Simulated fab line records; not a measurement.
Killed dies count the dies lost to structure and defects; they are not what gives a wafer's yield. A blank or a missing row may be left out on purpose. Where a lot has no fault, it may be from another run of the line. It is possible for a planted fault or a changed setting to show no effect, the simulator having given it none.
fab line records | flow n5Finfet
record: lots: 7 wafers: 21
route steps=1938 shown BEOL_M10@1499 BEOL_M11@1554 BEOL_M12@1625 BEOL_M14@1716
startH: the number of hours between the record's first day and the start of the first shown wafer of the lot | waitH: hours elapsed since this lot's preceding step | " same as the row above | L1.1+2: one row covering several wafers at once | - no value present, or no start provided | * or withheld: withheld | < > ~ a bound
route shown NAME@n: a module of which the file shows steps, and the number in the route of the first | usual: mean/standard deviation of fault-free wafers | same: alike in all rows | chamber/n: place in a boat | sites: each site's reading | _std_site: the values' standard deviation | _edge_site: mean of outer sites minus mean of inner sites | radiusMm: for every site, how far away it sits from the centre of the wafer | mask NAME#n: copy n | behind: the most recent tool/chamber to have shaped the wafer | hold: why the lot went on hold/how many hours it stayed there/how the hold came to an end | device: names the non-switching transistor (n, p or np) | end of line: tests run on the same wafers once the route is complete | for a step that has no rows: nothing shown but its recipe | killed: the dies lost at the first sort to structure and to defects; this is not the yield of the wafer | map: the dies of a wafer, with x for killed, . for not killed, _ for no die there
set.NAME: the setting the step ran with; set.NAME@STEP: the setting that earlier step ran with | model.NAME: the simulator's own value behind a step, which no gauge read
one table per step and one row per wafer, for lots whose settings were changed on purpose
== steps ==
step: N5_BEOL_M10_EXPOSE_25
recipe: maskId: V9 na: 1.35 sourceShape: annular sigmaInner: 0.5 sigmaOuter: 0.8 polarization: unpolarized doseMj: 85.5
columns lot.wafer tool chamber startH waitH mask set.doseMj
L079.1 arfiScanner-01 0 248.00 - V9#0 79.37
L079.3+4 " 0 " " V9#0 85.5
L078.1+2+3 arfiScanner-02 0 250.42 - V9#0 85.5
L081.2+5+6 arfiScanner-03 0 257.44 - V9#0 85.5
L085.2+4 arfiScanner-03 0 280.24 - V9#0 88.4
L085.6 " 0 " " V9#0 85.5
L087.1+4 arfiScanner-01 0 292.65 - V9#0 79.12
L087.2 " 0 " " V9#0 85.5
L091.1+2 arfiScanner-01 0 311.51 - V9#0 81.45
L091.4 " 0 " " V9#0 85.5
L097.1+2+4 arfiScanner-03 0 354.68 - V9#0 85.5
step: N5_BEOL_M10_PEB_26
recipe: pebTempC: withheld pebTimeS: 60 resist: CAR-ArF
step: N5_BEOL_M10_DEVELOP_27
recipe: developTimeS: 30 developer: TMAH resist: CAR-ArF rinseLiquid: diw dry: airSpin devTempC: 23
step: N5_BEOL_M10_CD_MEAS_28
recipe: targetCdNm: 70 landingEnergyEv: 500 detector: seInlens polarity: opening
usual: cdNm: 69.8/0.8
columns lot.wafer tool chamber startH waitH set.doseMj@BEOL_M10_EXPOSE_25 cdNm
L079.1 cdSem-02 0 248.13 - 79.37 63.8
L079.3 " 0 " " 85.5 70.6
L079.4 " 0 " " 85.5 71.2
L078.1 cdSem-01 0 250.55 - 85.5 68.3
L078.2 " 0 " " 85.5 71.3
L078.3 " 0 " " 85.5 70.0
L081.2 cdSem-01 0 257.56 - 85.5 69.8
L081.5 " 0 " " 85.5 70.8
L081.6 " 0 " " 85.5 70.6
L085.2 cdSem-01 0 280.37 - 88.4 72.2
L085.4 " 0 " " 88.4 73.5
L085.6 " 0 " " 85.5 69.1
L087.1 cdSem-02 0 292.78 - 79.12 63.3
L087.2 " 0 " " 85.5 68.2
L087.4 " 0 " " 79.12 63.0
L091.1 cdSem-02 0 311.64 - 81.45 65.4
L091.2 " 0 " " 81.45 64.7
L091.4 " 0 " " 85.5 70.7
L097.1 cdSem-01 0 354.81 - 85.5 69.3
L097.2 " 0 " " 85.5 69.1
L097.4 " 0 " " 85.5 70.9
step: N5_BEOL_M10_DESCUM_33
recipe: chemistry: O2 timeS: 7.9 sourcePowerW: 50 biasPowerW: 20 pressureMtorr: 20 rfFrequencyHz: 2.712e+07 tempC: 40 resist: CAR-ArF o2FlowSccm: 225
step: N5_BEOL_M10_ETCH_65
recipe: chemistry: CF4 target: SiARC targetDepthA: 390 maskMaterial: CAR-ArF timeS: 65 ionEnergyEv: 80 pressureMtorr: 40 sourceW: 545 biasW: 36 Ar_flow_sccm: 100 cf4FlowSccm: 100 ends: cleared
columns lot.wafer tool chamber startH waitH set.spinRpm@BEOL_M10_COAT_64 model.CAR-ArF_of_BEOL_M10_COAT_22.thkNm model.etch.depthNm
L079.1 rieDiel-04 1 248.26 0.0 1500 55.4 29.99
L079.3 " 0 " " 1500 55.4 29.97
L079.4 " 2 " " 1500 55 30.04
L078.1 rieDiel-06 1 250.68 0.0 1500 55.6 29.97
L078.2 " 2 " " 1606 56.6 29.11
L078.3 " 3 " " 1500 55.6 30.08
L081.2 rieDiel-02 0 257.68 0.0 1422 54.6 30.74
L081.5 " 0 " " 1500 55.6 30
L081.6 " 2 " " 1422 55 30.78
L085.2 rieDiel-06 1 280.49 0.0 1500 55.4 30.01
L085.4 " 0 " " 1500 55.8 29.91
L085.6 " 0 " " 1500 55.8 29.93
L087.1 rieDiel-04 1 292.91 0.0 1500 55.6 29.96
L087.2 " 3 " " 1500 55.8 30.02
L087.4 " 0 " " 1500 55.8 30.03
L091.1 rieDiel-04 3 311.77 0.0 1406 54.6 31.01
L091.2 " 0 " " 1500 55.4 30.09
L091.4 " 1 " " 1500 55.4 29.99
L097.1 rieDiel-06 3 354.94 0.0 1500 56.2 30.22
L097.2 " 1 " " 1500 56 30.24
L097.4 " 2 " " 1500 56 30.19
step: N5_BEOL_M11_ETCH_62
recipe: chemistry: N2/H2 target: SOC targetDepthA: 1100 overetchA: 220 maskMaterial: SiARC tempC: 40 timeS: 165 ionEnergyEv: 200 pressureMtorr: 30 sourceW: 840 biasW: 150 n2FlowSccm: 200 h2FlowSccm: 200
columns lot.wafer tool chamber startH waitH set.timeS model.SiARC_of_BEOL_M11_COAT_60.thkNm
L079.1+4 rieDiel-05 1,0 254.59 0.0 144.5 24.2
L079.3 " 3 " " 165 23.6
L078.1 rieDiel-01 0 255.33 0.0 165 23.2
L078.2 " 3 " " 144.2 24
L078.3 " 1 " " 165 23.4
L081.2 rieDiel-03 3 264.60 0.0 165 23.4
L081.5 " 2 " " 185.3 22.8
L081.6 " 3 " " 185.3 22.6
L085.2 rieDiel-03 0 285.78 0.0 183 22.4
L085.4 " 1 " " 165 23.4
L085.6 " 1 " " 183 22.8
L087.1 rieDiel-05 2 301.73 0.0 165 23.6
L087.2+4 " 0,3 " " 165 23.4
L091.1 rieDiel-03 3 316.89 0.0 177.6 23.2
L091.2 " 1 " " 165 23.8
L091.4 " 0 " " 165 23.4
L097.1+2 rieDiel-05 1,0 360.80 0.0 165 23.4
L097.4 " 3 " " 165 23.6
step: N5_BEOL_M11_STRIP_68
recipe: chemistry: N2/H2 tempC: 40 n2FlowSccm: 200 h2FlowSccm: 200 rfFrequencyHz: 6e+07
step: N5_BEOL_M11_STRIP_67
recipe: chemistry: CF4 resist: SiARC powerW: 300 biasPowerW: 75 pressureMtorr: 50 cf4FlowSccm: 150 rfFrequencyHz: 6e+07
step: N5_BEOL_M11_HM_OPEN_17
recipe: chemistry: Cl2/BCl3 targetDepthA: 200 overetchA: 60 target: TiN maskMaterial: SOC ionEnergyEv: 150 pressureMtorr: 10 icpW: 1000 biasW: 126 Cl2_flow_sccm: 53.25 bcl3FlowSccm: 21.75 Ar_flow_sccm: 25
columns lot.wafer tool chamber startH waitH set.timeS@BEOL_M11_ETCH_62 model.etch.depthNm
L079.1 rieMetal-03 1 254.78 0.0 144.5 20.22
L079.3 " 0 " " 165 20.16
L079.4 " 1 " " 144.5 20.04
L078.1 rieMetal-03 0 255.52 0.0 165 19.94
L078.2 " 1 " " 144.2 20.19
L078.3 " 0 " " 165 20.16
L081.2 rieMetal-03 1 264.78 0.0 165 19.95
L081.5 " 0 " " 185.3 18.17
L081.6 " 1 " " 185.3 18.11
L085.2 rieMetal-03 1 285.97 0.0 183 18.39
L085.4 " 0 " " 165 20.05
L085.6 " 1 " " 183 18.55
L087.1 rieMetal-03 0 301.92 0.0 165 20.22
L087.2 " 1 " " 165 20.09
L087.4 " 1 " " 165 20.34
L091.1 rieMetal-02 1 317.07 0.0 177.6 18.58
L091.2 " 0 " " 165 19.84
L091.4 " 0 " " 165 19.88
L097.1 rieMetal-01 1 360.99 0.0 165 20.38
L097.2 " 0 " " 165 20.22
L097.4 " 0 " " 165 20.27
step: N5_BEOL_M11_COAT_63
recipe: resist: SOC tempC: 250 timeS: 60 spinRpm: 1500 resistThkNm: 100
columns lot.wafer tool chamber startH waitH set.spinRpm model.SOC_of_BEOL_M11_COAT_63.thkNm
L078.1 lithoTrack-04 0 257.50 1.8 1500 99.8
L078.2 " 0 " " 1500 100
L078.3 " 0 " " 1427 102.8
L079.1+3 lithoTrack-05 0 257.50 2.5 1500 100.2
L079.4 " 0 " " 1500 100.4
L081.2 lithoTrack-05 0 267.55 2.6 1500 100
L081.5+6 " 0 " " 1616 96.4
L085.2 lithoTrack-04 0 286.75 0.6 1550 98.2
L085.4 " 0 " " 1550 98
L085.6 " 0 " " 1500 100
L087.1 lithoTrack-03 0 302.23 0.0 1500 100
L087.2 " 0 " " 1500 100.4
L087.4 " 0 " " 1343 105.6
L091.1 lithoTrack-04 0 317.30 0.0 1375 104.6
L091.2 " 0 " " 1500 100.2
L091.4 " 0 " " 1500 100
L097.1+2 lithoTrack-05 0 361.24 0.1 1500 100
L097.4 " 0 " " 1500 99.8
step: N5_BEOL_M11_COAT_64
recipe: resist: SiARC tempC: 220 timeS: 60 spinRpm: 1500 resistThkNm: 30
step: N5_BEOL_M11_COAT_22
recipe: resist: CAR-ArF spinRpm: 1500 resistThkNm: 90
step: N5_BEOL_M11_DESCUM_33
recipe: chemistry: O2 timeS: 7.9 sourcePowerW: 50 biasPowerW: 20 pressureMtorr: 20 rfFrequencyHz: 2.712e+07 tempC: 40 resist: CAR-ArF o2FlowSccm: 225
step: N5_BEOL_M11_ETCH_65
recipe: chemistry: CF4 target: SiARC targetDepthA: 390 maskMaterial: CAR-ArF timeS: 65 ionEnergyEv: 80 pressureMtorr: 40 sourceW: 545 biasW: 36 Ar_flow_sccm: 100 cf4FlowSccm: 100 ends: cleared
step: N5_BEOL_M11_ETCH_66
recipe: chemistry: N2/H2 target: SOC targetDepthA: 1200 overetchA: 240 maskMaterial: SiARC tempC: 40 timeS: 180 ionEnergyEv: 200 pressureMtorr: 30 sourceW: 840 biasW: 150 n2FlowSccm: 200 h2FlowSccm: 200
columns lot.wafer tool chamber startH waitH set.spinRpm@BEOL_M11_COAT_63 model.etch.depthNm
L078.1 rieDiel-01 1 258.78 0.0 1500 99.85
L078.2 " 0 " " 1500 100.1
L078.3 " 3 " " 1427 102.8
L079.1 rieDiel-05 3 259.43 0.0 1500 100.1
L079.3 " 1 " " 1500 100.3
L079.4 " 2 " " 1500 100.4
L081.2 rieDiel-01 1 267.97 0.0 1500 100.1
L081.5 " 1 " " 1616 96.39
L081.6 " 0 " " 1616 96.49
L085.2 rieDiel-05 3 287.41 0.0 1550 98.11
L085.4 " 0 " " 1550 98.08
L085.6 " 3 " " 1500 99.94
L087.1 rieDiel-05 1 302.78 0.0 1500 99.91
L087.2 " 0 " " 1500 100.3
L087.4 " 3 " " 1343 105.6
L091.1 rieDiel-05 1 317.85 0.0 1375 104.7
L091.2 " 3 " " 1500 100.2
L091.4 " 0 " " 1500 99.98
L097.1 rieDiel-03 3 361.67 0.0 1500 100.1
L097.2 " 1 " " 1500 99.94
L097.4 " 2 " " 1500 99.87
step: N5_BEOL_M11_STRIP_69
recipe: chemistry: N2/H2 tempC: 40 n2FlowSccm: 200 h2FlowSccm: 200 rfFrequencyHz: 6e+07
step: N5_BEOL_M11_VIA_ETCH_34
recipe: chemistry: C4F6/O2 target: SiCOH_lowk targetDepthA: 1845 maskMaterial: SOC taperDeg: 4 timeS: 69.2 ionEnergyEv: 250 pressureMtorr: 30 sourceW: 345 biasW: 185 Ar_flow_sccm: 300 C4F6_flow_sccm: 10 O2_flow_sccm: 10
columns lot.wafer tool chamber startH waitH set.spinRpm@BEOL_M11_COAT_63 model.SOC_of_BEOL_M11_COAT_63.thkNm
L078.1 rieDiel-01 1 258.91 0.0 1500 91.6
L078.2 " 0 " " 1500 91.8
L078.3 " 3 " " 1427 94.6
L079.1+3 rieDiel-05 3,1 259.55 0.0 1500 92.2
L079.4 " 2 " " 1500 92.4
L081.2 rieDiel-01 1 268.10 0.0 1500 91.8
L081.5+6 " 1,0 " " 1616 88.2
L085.2 rieDiel-05 3 287.53 0.0 1550 90.2
L085.4 " 0 " " 1550 90
L085.6 " 3 " " 1500 92
L087.1 rieDiel-05 1 302.90 0.0 1500 91.6
L087.2 " 0 " " 1500 92.4
L087.4 " 3 " " 1343 97.6
L091.1 rieDiel-05 1 317.98 0.0 1375 96.6
L091.2 " 3 " " 1500 92.4
L091.4 " 0 " " 1500 92
L097.1 rieDiel-03 3 361.79 0.0 1500 92.4
L097.2 " 1 " " 1500 91.8
L097.4 " 2 " " 1500 92
step: N5_BEOL_M11_ETCH_41
recipe: chemistry: CH3F/O2 target: SiCN targetDepthA: 426 taperDeg: 2 timeS: 86 ionEnergyEv: 120 maskMaterial: TiN pressureMtorr: 30 sourceW: 395 biasW: 75 Ar_flow_sccm: 150 CH3F_flow_sccm: 30 O2_flow_sccm: 20
columns lot.wafer tool chamber startH waitH set.timeS model.etch.depthNm
L078.1 rieDiel-01 1 - - 96.63 37.31
L078.2 " 0 " " 96.63 37.8
L078.3 " 3 " " 86 33.47
L079.1 rieDiel-05 3 - - 77.2 29.25
L079.3 " 1 " " 86 33
L079.4 " 2 " " 86 32.2
L081.2 rieDiel-01 1 - - 86 33.24
L081.5 " 1 " " 86 33.12
L081.6 " 0 " " 86 33.46
L085.2 rieDiel-05 3 - - 74.12 27.93
L085.4 " 0 " " 86 32.79
L085.6 " 3 " " 74.12 27.95
L087.1 rieDiel-05 1 - - 78.69 30.17
L087.2 " 0 " " 86 32.78
L087.4 " 3 " " 86 32.2
L091.1 rieDiel-05 1 - - 78.64 30.24
L091.2 " 3 " " 78.64 29.77
L091.4 " 0 " " 86 32.97
L097.1 rieDiel-03 3 - - 86 32.16
L097.2 " 1 " " 86 32.57
L097.4 " 2 " " 86 32.11
step: N5_BEOL_M12_COAT_22
recipe: spinRpm: 2888 resistThkNm: 300
columns lot.wafer tool chamber startH waitH set.spinRpm model.coat_of_BEOL_M12_COAT_22.thkNm
L078.1 lithoTrack-02 0 - - 2888 300.6
L078.2+3 " 0 " " 2888 300.8
L079.1 lithoTrack-04 0 - - 2888 299.2
L079.3 " 0 " " 2731 307
L079.4 " 0 " " 2888 298
L081.2 lithoTrack-04 0 - - 2566 317.8
L081.5 " 0 " " 2566 317.2
L081.6 " 0 " " 2888 299
L085.2+4+6 lithoTrack-02 0 - - 2888 301.6
L087.1 lithoTrack-04 0 - - 2888 300
L087.2 " 0 " " 2888 299
L087.4 " 0 " " 2888 298.4
L091.1 lithoTrack-02 0 - - 2888 300.6
L091.2+4 " 0 " " 3007 293.4
L097.1 lithoTrack-04 0 - - 2888 301
L097.2 " 0 " " 2888 301.4
L097.4 " 0 " " 2888 302.2
step: N5_BEOL_M14_ILD_DEP_00
recipe: material: SiO2 targetThkA: 11193 tempC: 400 precursor: TEOS/O2 pressureTorr: 6.5 rfW: 900 teosFlowSccm: 161.4 gas: O2 flowSccm: 2650 timeS: 237.4
columns lot.wafer tool chamber startH waitH set.timeS model.SiO2_of_BEOL_M14_ILD_DEP_00.thkNm
L078.1 pecvd-02 0 273.14 0.0 237.4 1118
L078.2 " 1 " " 250.7 1175
L078.3 " 2 " " 250.7 1181
L079.1 pecvd-02 1 273.49 0.0 224 1062
L079.3 " 0 " " 224 1061
L079.4 " 0 " " 237.4 1148
L081.2 pecvd-04 1 284.24 0.0 237.4 1110
L081.5 " 0 " " 237.4 1142
L081.6 " 1 " " 237.4 1124
L085.2 pecvd-03 1 298.73 0.0 221.7 1056
L085.4 " 0 " " 221.7 1048
L085.6 " 2 " " 221.7 1051
L087.1 pecvd-03 0 319.03 0.0 237.4 1113
L087.2 " 2 " " 237.4 1106
L087.4 " 0 " " 237.4 1142
L091.1 pecvd-02 2 334.06 0.0 269.1 1279
L091.2 " 0 " " 269.1 1275
L091.4 " 0 " " 269.1 1292
L097.1 pecvd-04 2 377.27 0.0 237.4 1093
L097.2 " 0 " " 237.4 1095
L097.4 " 1 " " 237.4 1116
step: N5_BEOL_M14_THK_MEAS_01
recipe: reads: SiO2_of_BEOL_M14_ILD_DEP_00
usual: M14_ILD_THK: 1120/14
columns lot.wafer tool chamber startH waitH set.timeS@BEOL_M14_ILD_DEP_00 M14_ILD_THK[nm]
L078.1 filmMetro-02 - 273.33 0.1 237.4 1119
L078.2 " - " " 250.7 1175
L078.3 " - " " 250.7 1181
L079.1 filmMetro-01 - 273.68 0.1 224 1062
L079.3 " - " " 224 1061
L079.4 " - " " 237.4 1148
L081.2 filmMetro-01 - 284.43 0.1 237.4 1109
L081.5 " - " " 237.4 1142
L081.6 " - " " 237.4 1123
L085.2 filmMetro-01 - 298.92 0.1 221.7 1055
L085.4 " - " " 221.7 1047
L085.6 " - " " 221.7 1051
L087.1 filmMetro-02 - 319.22 0.1 237.4 1114
L087.2 " - " " 237.4 1106
L087.4 " - " " 237.4 1142
L091.1 filmMetro-02 - 334.25 0.1 269.1 1280
L091.2 " - " " 269.1 1274
L091.4 " - " " 269.1 1293
L097.1 filmMetro-01 - 377.46 0.1 237.4 1092
L097.2 " - " " 237.4 1094
L097.4 " - " " 237.4 1115
== key ==
split: step: N5_BEOL_M10_EXPOSE_25 setting: doseMj stated: 85.5 by: wafer
response: step: N5_BEOL_M10_CD_MEAS_28 reading: cdNm change: +0.904 per: 1% r: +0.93
split: step: N5_BEOL_M11_ETCH_62 setting: timeS stated: 165 by: wafer
response: step: N5_BEOL_M11_ETCH_62 reading: model.SiARC_of_BEOL_M11_COAT_60.thkNm change: -0.0571 per: 1% r: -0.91
response: step: N5_BEOL_M11_HM_OPEN_17 reading: model.etch.depthNm shape: bent atLowest: 20.19 atStated: 20.12 atHighest: 18.14
split: step: N5_BEOL_M11_COAT_63 setting: spinRpm stated: 1500 by: wafer
response: step: N5_BEOL_M11_COAT_63 reading: model.SOC_of_BEOL_M11_COAT_63.thkNm change: -0.52 per: 1% r: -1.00
response: step: N5_BEOL_M11_ETCH_66 reading: model.etch.depthNm change: -0.526 per: 1% r: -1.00
response: step: N5_BEOL_M11_VIA_ETCH_34 reading: model.SOC_of_BEOL_M11_COAT_63.thkNm change: -0.525 per: 1% r: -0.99
split: step: N5_BEOL_M11_ETCH_41 setting: timeS stated: 86 by: wafer
response: step: N5_BEOL_M11_ETCH_41 reading: model.etch.depthNm change: +0.331 per: 1% r: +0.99
split: step: N5_BEOL_M12_COAT_22 setting: spinRpm stated: 2888 by: wafer
response: step: N5_BEOL_M12_COAT_22 reading: model.coat_of_BEOL_M12_COAT_22.thkNm change: -1.65 per: 1% r: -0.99
split: step: N5_BEOL_M14_ILD_DEP_00 setting: timeS stated: 237.4 by: wafer
response: step: N5_BEOL_M14_ILD_DEP_00 reading: model.SiO2_of_BEOL_M14_ILD_DEP_00.thkNm change: +13.1 per: 1% r: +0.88
response: step: N5_BEOL_M14_THK_MEAS_01 reading: M14_ILD_THK change: +13 per: 1% r: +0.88
split outsideThisFile step=N5_BEOL_M10_COAT_64 setting=spinRpm
split outsideThisFile: this setting was split too, and the file shows its column; the key of that split is in another file
